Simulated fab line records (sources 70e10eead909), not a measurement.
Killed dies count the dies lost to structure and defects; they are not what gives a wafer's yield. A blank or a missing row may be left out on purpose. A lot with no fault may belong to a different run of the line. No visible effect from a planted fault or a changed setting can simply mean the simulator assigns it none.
Struck lot and sound lot, side by side	flow nand-harc	40 out of 1302 route steps
Sound: these wafers, L456.2, L456.4, L456.6. Struck: wafer L466.6 (left out: L466.2, L466.4 of the same lot, which were not struck); the cause appears at the end.
Order at every step that has rows: each side's tool, ch and its chambers, its first start. Under that, the readings that differ: sound wafers	struck wafers	difference of the means	sigmas: that difference in standard deviations of wafers without a fault.
alike: words and numbers the same on both sides, and readings whose means are apart by under 2 such deviations; not compared: readings that were withheld, readings missing a value for some wafer, numbers with overlapping values and no deviation given by the record, and bounds like >300 which may hide the same value.
A row with sigmas, a row that says differs or no value, or rows on one side alone: a step with any of these is where the two part. When numbers do not overlap yet have no deviation, they are printed without sigmas and do not part them. Lack of a reading on every wafer of one side parts them only where that side has two or more wafers.

first, 8 steps without rows for these wafers: NHARC_A_STAIRCASE_HMDS_243 (time 30 s); NHARC_A_STAIRCASE_COAT_244; NHARC_A_STAIRCASE_SOFTBAKE_245 (time 170 s); NHARC_A_STAIRCASE_EBR_246; NHARC_A_STAIRCASE_EXPOSE_247 (exposes mask SDS 1); NHARC_A_STAIRCASE_PEB_248 (peb time 130 s); NHARC_A_STAIRCASE_DEVELOP_249 (time 140 s); NHARC_A_STAIRCASE_HARDBAKE_251 (time 140 s).
NHARC_A_STAIRCASE_DESCUM_252: chemistry O2, time 3 s.
  sound on rie-diel-10 ch 0,2, day 17 15:52; struck on rie-diel-08 ch 0, day 22 13:24
  alike: drypump-motor-current-A, mfc-ar-sccm, oes-product-au, rf-vpp-V, showerhead-plenum-p-Torr, throttle-valve-pct
  not compared: rf-hours-counter-h
NHARC_A_STAIRCASE_ETCH_253: etches the open film in C4F8/O2, target depth 50 nm, time 20.2 s.
  sound on rie-diel-10 ch 0,2, day 17 15:59; struck on rie-diel-08 ch 0, day 22 13:29
reading	sound	struck	difference	sigmas
rf-fwd-power-W (W)	597 585 596	585	-8	-2
  alike: oes-product-au, rf-vpp-V
  not compared: rf-hours-counter-h
then, 1 step without rows for these wafers: NHARC_A_STAIRCASE_STRIP_254 (strips in O2).
NHARC_A_STAIRCASE_STRIP_255: strips in SPM, time 900 s.
  sound on wet-bench-06 ch 2,4,6, day 17 16:25; struck on wet-bench-04 ch 4, day 22 13:57
  alike: bath-guard-temp-C, temp-c
then, 2 steps without rows for these wafers: NHARC_A_STAIRCASE_PRECLEAN_256 (cleans in SC1); NHARC_A_STAIRCASE_SRD_257.
NHARC_A_STAIRCASE_HM_DEP_456: deposits aC, target thk 3100 nm.
  sound on acl-dep-03 ch 0, day 17 17:12; struck on acl-dep-01 ch 0, day 22 14:43
  alike: throttle-valve-pct
then, 15 steps without rows for these wafers: NHARC_A_STAIRCASE_DEP_259 (deposits SiON, target thk 30 nm); NHARC_A_STAIRCASE_DEHYDRATE_260 (time 120 s); NHARC_A_STAIRCASE_HMDS_261 (time 30 s); NHARC_A_STAIRCASE_COAT_262; NHARC_A_STAIRCASE_SOFTBAKE_263 (time 170 s); NHARC_A_STAIRCASE_EBR_264; NHARC_A_STAIRCASE_EXPOSE_265 (exposes mask CHOP 200); NHARC_A_STAIRCASE_PEB_266 (peb time 130 s); NHARC_A_STAIRCASE_DEVELOP_267 (time 140 s); NHARC_A_STAIRCASE_HARDBAKE_269 (time 140 s); NHARC_A_STAIRCASE_DESCUM_270 (chemistry O2, time 3 s); NHARC_A_STAIRCASE_ETCH_271 (etches the open film in CF4/CHF3); NHARC_A_STAIRCASE_HM_OPEN_457 (chemistry O2/COS); NHARC_A_STAIRCASE_STRIP_458 (strips in O2/COS); NHARC_A_STAIRCASE_ETCH_451 (etches the open film in CF4/O2, target depth 30 nm, overetch 3 nm, time 16.5 s).
NHARC_A_STAIRCASE_ETCH_273: etches the open film in C4F8/O2/Ar, target depth 10200 nm, time 2468.6 s.
  sound on rie-diel-01 ch 0,1,3; struck on rie-diel-10 ch 1
reading	sound	struck	difference	sigmas
rf-vpp-V (V)	1816 1823 1821	1847	+27	+2
  alike: oes-product-au, rf-fwd-power-W
  not compared: rf-hours-counter-h
NHARC_A_STAIRCASE_STRIP_274: strips in O2.
  sound on rie-diel-01 ch 1,3; struck on rie-diel-10 ch 1
reading	sound	struck	difference	sigmas
showerhead-plenum-p-Torr (Torr)	3.41 3.47 3.41	3.79	+0.36	+2
  alike: drypump-motor-current-A, mfc-ar-sccm, oes-product-au, rf-vpp-V, throttle-valve-pct
  not compared: rf-hours-counter-h
then, 7 steps without rows for these wafers: NHARC_A_STAIRCASE_STRIP_275 (strips in SPM, time 900 s); NHARC_A_STAIRCASE_PRECLEAN_276 (cleans in SC1); NHARC_A_STAIRCASE_SRD_277; NHARC_A_STAIRCASE_HM_DEP_459 (deposits aC, target thk 1500 nm); NHARC_A_STAIRCASE_DEP_280 (deposits SiON, target thk 30 nm); NHARC_A_STAIRCASE_DEHYDRATE_281 (time 120 s); NHARC_A_STAIRCASE_HMDS_282 (time 30 s).
-- jump in the record: it breaks off in module A_STAIRCASE and resumes in module END (first step shown: number 1302 of the route), and 9 days separate the struck wafers' starts before and after --
NHARC_END_SORT_01:
  sound on prober-02 ch 0, day 25 21:01; struck on prober-02 ch 0, day 31 06:10
reading	sound	struck	difference	sigmas
killed-at-array	62 56 55	122	+64	+4
killed-dies	63 59 58	125	+65	+3
  alike: killed-at-other, killed-at-periphery, killed-open, killed-short

WHERE THEY PART
Earliest at NHARC_A_STAIRCASE_ETCH_253; latest, in this record, at NHARC_END_SORT_01.

WHY: what had been put in by the simulator
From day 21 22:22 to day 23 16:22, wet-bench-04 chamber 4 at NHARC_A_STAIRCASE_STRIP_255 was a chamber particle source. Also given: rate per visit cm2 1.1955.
